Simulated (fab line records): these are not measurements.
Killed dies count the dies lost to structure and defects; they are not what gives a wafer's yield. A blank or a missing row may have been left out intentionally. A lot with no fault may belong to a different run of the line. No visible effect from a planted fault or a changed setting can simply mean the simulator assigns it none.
fab line records	flow n5Finfet	part 2 of 2: steps 23 to 32 of 32
record lots=5	wafers=15	lastDay=16
route steps=1938 shown BEOL_M5@1161
lots with no fault: from the same line, run without faults
startH: hours from the record's opening day to when the first of the lot's shown wafers began	waitH: hours from the lot's prior step to this one	" as in the row above	L1.1+2: a single row standing in for several wafers	- value missing, or start not given	* or withheld: withheld	< > ~ a bound
route shown NAME@n: names a module that has steps shown in the file, with the first one's number in the route	usual: the fault-free wafers' mean and standard deviation	same: alike in all rows	chamber/n: place in a boat	sites: the reading at each site	_std_site: the standard deviation of these	_edge_site: inner sites' mean taken away from outer sites' mean	radiusMm: for every site, how far away it sits from the centre of the wafer	mask NAME#n: copy n	behind: the tool/chamber that last shaped the wafer	hold: what put the lot on hold/how long, in hours/how the hold closed	device: the n, p or np transistor that did not switch	end of line: tests of these same wafers at the route's end	a step given without rows: its recipe and nothing more	killed: the dies lost at the first sort to structure and to defects; this is not the yield of the wafer	map: the dies of a wafer, with x for killed, . for not killed, _ for no die there
set.NAME: setting as actually run; set.NAME@STEP: the setting as run at that earlier step	model.NAME: the simulator's own value behind a step, which no gauge read
lots at selected steps of the route; one table per step, one row per wafer
services: a tool's chamber out of use, with start hour (startH, from the record's first day; less than 0 if before it), hours out, and reason
## steps
# step N5_BEOL_M5_SPUTTER_90
# recipe material=Cu	targetThkA=45	tempC=-20	chamberPressurePa=0.07	powerW=withheld	timeS=8.29
# usual throttleValvePct=29.7/1.3
# same timeS=8.29
lot.wafer	tool	chamber	startH	waitH	throttleValvePct
L079.3	pvdSputter-02	-	205.73	0.5	30.3
L079.4	"	-	"	"	29.8
L079.5	"	-	"	"	29.3
L081.1	pvdSputter-03	-	222.36	0.5	30.6
L081.5	"	-	"	"	31.2
L081.6	"	-	"	"	29.3
L083.1	pvdSputter-02	-	225.72	0.5	29.5
L083.4	"	-	"	"	29.3
L083.5	"	-	"	"	30.9
L086.1	pvdSputter-02	-	258.76	0.5	29.2
L086.2	"	-	"	"	30.6
L086.3	"	-	"	"	29.5
L093.1	pvdSputter-02	-	289.89	0.5	29.6
L093.3	"	-	"	"	30.8
L093.5	"	-	"	"	30.8
# step N5_BEOL_M5_ECD_50
# recipe material=Cu	targetThkA=3000
lot.wafer	tool	chamber	startH	waitH
L079.3+4+5	ecdCu-01	0,1,0	205.87	0.1
L081.1+5+6	ecdCu-02	0,0,1	222.48	0.1
L083.1+4+5	ecdCu-01	0,1,0	225.84	0.1
L086.1+2+3	ecdCu-01	1,0,0	258.88	0.1
L093.1+3+5	ecdCu-01	1,1,0	290.01	0.1
# step N5_BEOL_M5_ANNEAL_51
# recipe tempC=225	timeS=90	ambient=N2
# usual wafer_temp_C_max=225.73/0.24
# same timeS=90
lot.wafer	tool	chamber	startH	waitH	wafer_temp_C_max
L079.3	rtpAnneal-01	0	206.13	0.2	225.57
L079.4	"	0	"	"	225.54
L079.5	"	0	"	"	225.48
L081.1	rtpAnneal-02	0	222.71	0.2	225.58
L081.5	"	0	"	"	225.77
L081.6	"	0	"	"	225.71
L083.1	rtpAnneal-02	0	225.92	0.1	226.02
L083.4	"	0	"	"	225.56
L083.5	"	0	"	"	225.55
L086.1	rtpAnneal-02	0	258.96	0.1	225.60
L086.2	"	0	"	"	226.02
L086.3	"	0	"	"	226.13
L093.1	rtpAnneal-02	0	290.10	0.1	225.82
L093.3	"	0	"	"	226.27
L093.5	"	0	"	"	225.97
# step N5_BEOL_M5_CMP_52
# recipe stopOn=SiCOH_lowk	tOverpolishS=6.9	downForcePsi=1	platenRpm=50	clearingPlatenDownForcePsi=1.5	clearingPlatenRpm=50	postCmpClean=cuAlkaline	targetThkNm=62	clearingPlatenPadVelocityMS=0.99484	padVelocityMS=0.99484
# usual barrierFieldEndpointS=24.7/0.6	motorCurrentA=6.4/0.67	overpolishRunS=6.900/0.0095	timeToEndpointS=63.3/2.8
lot.wafer	tool	chamber	startH	waitH	barrierFieldEndpointS	motorCurrentA	overpolishRunS	timeToEndpointS
L079.3	cmp-01	2	206.38	0.2	24.4	6.4	6.900	61.0
L079.4	"	0	"	"	25.1	6.9	6.899	63.5
L079.5	"	2	"	"	25.1	6.2	6.909	61.4
L081.1	cmp-02	3	223.07	0.3	23.7	6.4	6.911	61.9
L081.6	"	2	"	"	24.5	5.5	6.907	63.1
L081.5	"	3	"	"	24.6	6.4	6.907	64.8
L083.1	cmp-03	0	226.22	0.3	24.7	6.1	6.909	64.9
L083.4	"	1	"	"	25.1	5.8	6.900	64.1
L083.5	"	0	"	"	24.8	6.2	6.898	63.6
L086.3	cmp-03	1	259.27	0.2	25.1	6.1	6.889	65.5
L086.2	"	2	"	"	24.9	6.2	6.892	60.5
L086.1	"	3	"	"	24.6	6.6	6.898	64.3
L093.3	cmp-01	1	290.47	0.2	24.5	7.9	6.907	62.5
L093.1	"	2	"	"	24.4	6.5	6.915	60.7
L093.5	"	0	"	"	24.8	6.2	6.906	60.1
# step N5_BEOL_M5_THK_MEAS_53
# recipe thkMeasGauge=xrf	reads=Cu_of_BEOL_M5_ECD_50
# usual M5_THK=62.0/1.7
lot.wafer	tool	chamber	startH	waitH	M5_THK[nm]
L079.3	filmMetro-01	-	206.63	-	63.3
L079.4	"	-	"	"	62.2
L079.5	"	-	"	"	62.8
L081.1	filmMetro-01	-	223.33	-	62.2
L081.5	"	-	"	"	65.6
L081.6	"	-	"	"	64.8
L083.1	filmMetro-01	-	226.51	-	61.5
L083.4	"	-	"	"	61.5
L083.5	"	-	"	"	63.9
L086.1	filmMetro-02	-	259.56	-	64.8
L086.2	"	-	"	"	63.2
L086.3	"	-	"	"	62.9
L093.1	filmMetro-02	-	290.69	-	60.9
L093.3	"	-	"	"	60.5
L093.5	"	-	"	"	62.7
# step N5_BEOL_M5_PRE_CLEAN_77
# recipe gas=NH3/H2	timeS=15	tempC=*	rfPowerW=300
# usual heaterPowerW=98/29
# same timeS=15
lot.wafer	tool	chamber	startH	waitH	heaterPowerW
L079.3	cvdCo-01	2	206.67	0.0	59
L079.4	"	0	"	"	96
L079.5	"	1	"	"	96
L081.1	cvdCo-01	0	223.37	0.0	95
L081.5	"	2	"	"	58
L081.6	"	1	"	"	96
L083.1	cvdCo-01	2	226.55	0.0	58
L083.4	"	0	"	"	98
L083.5	"	1	"	"	97
L086.1	cvdCo-02	1	259.60	0.0	149
L086.2	"	0	"	"	101
L086.3	"	1	"	"	149
L093.1	cvdCo-01	0	290.73	0.0	98
L093.3	"	1	"	"	99
L093.5	"	2	"	"	59
# step N5_BEOL_M5_CO_CAP_78
# recipe material=Co	targetThkA=20	tempC=200	precursor=CCTBA/H2	pressureTorr=30	timeS=102.1
# usual heaterPowerW=253/36
# same timeS=102.1
lot.wafer	tool	chamber	startH	waitH	heaterPowerW
L079.3	cvdCo-01	2	206.71	0.0	206
L079.4	"	0	"	"	257
L079.5	"	1	"	"	249
L081.1	cvdCo-01	0	223.41	0.0	251
L081.5	"	2	"	"	206
L081.6	"	1	"	"	251
L083.1	cvdCo-01	2	226.59	0.0	205
L083.4	"	0	"	"	260
L083.5	"	1	"	"	248
L086.1	cvdCo-02	1	259.66	0.0	307
L086.2	"	0	"	"	252
L086.3	"	1	"	"	313
L093.1	cvdCo-01	0	290.77	0.0	254
L093.3	"	1	"	"	254
L093.5	"	2	"	"	206
# step N5_BEOL_M5_PRE_CLEAN_55
# recipe gas=NH3	timeS=15	tempC=withheld	rfPowerW=300
# same timeS=15
lot.wafer	tool	chamber	startH	waitH
L079.3+4+5	pecvd-03	2,1,1	206.81	0.1
L081.1+5+6	pecvd-01	1,0,2	223.51	0.1
L083.1+4+5	pecvd-02	0,0,1	226.68	0.1
L086.1+2+3	pecvd-01	1,0,2	259.78	0.1
L093.1+3+5	pecvd-01	1,0,1	290.86	0.1
# step N5_BEOL_M5_DEP_56
# recipe material=SiCN	targetThkA=80	tempC=withheld	precursor=3MS/NH3	pressureTorr=3	rfW=202	timeS=14
# usual showerheadPlenumPTorr=3.664/0.015	showerheadVppV=876/32	throttleValvePct=9.0/0.52
# same timeS=14
lot.wafer	tool	chamber	startH	waitH	showerheadPlenumPTorr	showerheadVppV	throttleValvePct
L079.3	pecvd-03	2	206.86	0.0	3.661	901	8.8
L079.4	"	1	"	"	3.667	863	9.0
L079.5	"	1	"	"	3.662	869	9.2
L081.1	pecvd-01	1	223.54	0.0	3.658	876	8.9
L081.5	"	0	"	"	3.680	826	9.2
L081.6	"	2	"	"	3.623	949	8.5
L083.1	pecvd-02	0	226.71	0.0	3.681	866	10.0
L083.4	"	0	"	"	3.676	880	10.2
L083.5	"	1	"	"	3.653	878	9.3
L086.1	pecvd-01	1	259.81	0.0	3.656	876	9.0
L086.2	"	0	"	"	3.676	841	9.2
L086.3	"	2	"	"	3.628	943	8.6
L093.1	pecvd-01	1	290.88	0.0	3.658	861	8.7
L093.3	"	0	"	"	3.681	827	9.4
L093.5	"	1	"	"	3.660	869	8.8
# step N5_BEOL_M5_RS_MEAS_57
# recipe thkMeasGauge=four-point-probe	reads=Co_of_BEOL_M5_CO_CAP_78+Cu_of_BEOL_M5_ECD_50+Co_of_BEOL_M5_CVD_47+TaN_of_BEOL_M5_ALD_86
# usual M5_RS=0.385/0.012
lot.wafer	tool	chamber	startH	waitH	M5_RS[ohm/sq]
L079.3	filmMetro-01	-	206.93	0.1	0.376
L079.4	"	-	"	"	0.384
L079.5	"	-	"	"	0.380
L081.1	filmMetro-01	-	223.60	0.0	0.385
L081.5	"	-	"	"	0.363
L081.6	"	-	"	"	0.367
L083.1	filmMetro-01	-	226.77	0.0	0.388
L083.4	"	-	"	"	0.388
L083.5	"	-	"	"	0.370
L086.1	filmMetro-02	-	259.88	0.0	0.364
L086.2	"	-	"	"	0.376
L086.3	"	-	"	"	0.380
L093.1	filmMetro-01	-	290.95	0.0	0.388
L093.3	"	-	"	"	0.393
L093.5	"	-	"	"	0.376
## services
tool	chamber	startH	hours	kind
cvdCo-01	2	178.45	2.3	repair
rieDiel-06	-	179.18	14.6	pm
aldMetal-03	1	179.37	12.1	repair
cvdCo-02	0	183.03	9.2	repair
pecvd-03	2	190.05	6.5	repair
cvdCo-02	-	192.72	6.9	pm
cmp-03	-	195.42	1.8	repair
pecvd-01	-	195.64	14.6	pm
uvCure-01	-	197.61	3.6	repair
rieDiel-02	0	201.01	9.1	repair
ecdCu-01	-	201.30	2.5	repair
rieDiel-02	2	223.76	6.1	repair
wetBench-02	-	226.44	2.4	repair
cvdCo-01	-	234.99	6.0	pm
rieDiel-02	2	237.18	4.4	repair
rieDiel-06	2	241.17	1.2	repair
cvdCo-02	2	248.60	21.1	repair
cvdCo-01	-	249.98	0.8	repair
ecdCu-01	-	250.82	1.4	repair
rieDiel-06	3	259.63	4.8	repair
pecvd-01	0	267.79	6.9	repair
cvdCo-02	-	271.48	0.3	repair
wetBench-05	-	275.20	2.8	repair
cvdCo-01	-	285.36	0.6	repair
